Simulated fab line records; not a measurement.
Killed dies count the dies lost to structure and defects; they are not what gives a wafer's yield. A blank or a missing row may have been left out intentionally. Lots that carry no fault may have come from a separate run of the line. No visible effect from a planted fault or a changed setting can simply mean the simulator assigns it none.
Chamber matching + flow n5-finfet + rie-diel-01 running N5_BEOL_M6_STRIP_19: 4 sister chambers
The step strips in O2. 4 wafers are shown with their chamber, then 10 later ones without.

WAFERS PAIRED WITH THEIR CHAMBERS
| wafer  | chamber | drypump-motor-current-A (A) |
|--------|---------|-----------------------------|
| L083.1 | 2       | 6.7                         |
| L088.6 | 0       | 6.2                         |
| L085.3 | 3       | 5.9                         |
| L085.4 | 1       | 5.2                         |

WAFERS WHOSE CHAMBER IS MISSING
| wafer  | drypump-motor-current-A (A) |
|--------|-----------------------------|
| L085.5 | 6.2                         |
| L089.1 | 5.9                         |
| L089.3 | 6.7                         |
| L089.4 | 5.3                         |
| L094.1 | 5.2                         |
| L094.2 | 6.2                         |
| L094.3 | 6.7                         |
| L094.4 | 5.9                         |
| L094.5 | 6.2                         |
| L094.6 | 5.9                         |

EACH ONE'S CHAMBER
| wafer  | from the rows above | in truth |
|--------|---------------------|----------|
| L085.5 | 0                   | 0        |
| L089.1 | 3                   | 3        |
| L089.3 | 2                   | 2        |
| L089.4 | 1                   | 1        |
| L094.1 | 1                   | 1        |
| L094.2 | 0                   | 0        |
| L094.3 | 2                   | 2        |
| L094.4 | 3                   | 3        |
| L094.5 | 0                   | 0        |
| L094.6 | 3                   | 3        |
10 of 10 placed correctly. Left unplaced by these rows: 0. Placed wrongly: 0.
How it was worked out, from the rows above alone: a wafer's distance from a chamber is the root of the sum, over the readings, of the square of ((its reading less the chamber's mean) divided by the reading's scatter). The wafer belongs to the nearest chamber; if the next one is less than 2 further off, it can't be placed. Each chamber's mean is taken over the wafers shown for it. The scatter: with one shown wafer a chamber, the root of the mean of the squares of how far each hidden wafer lies from its nearest shown one.
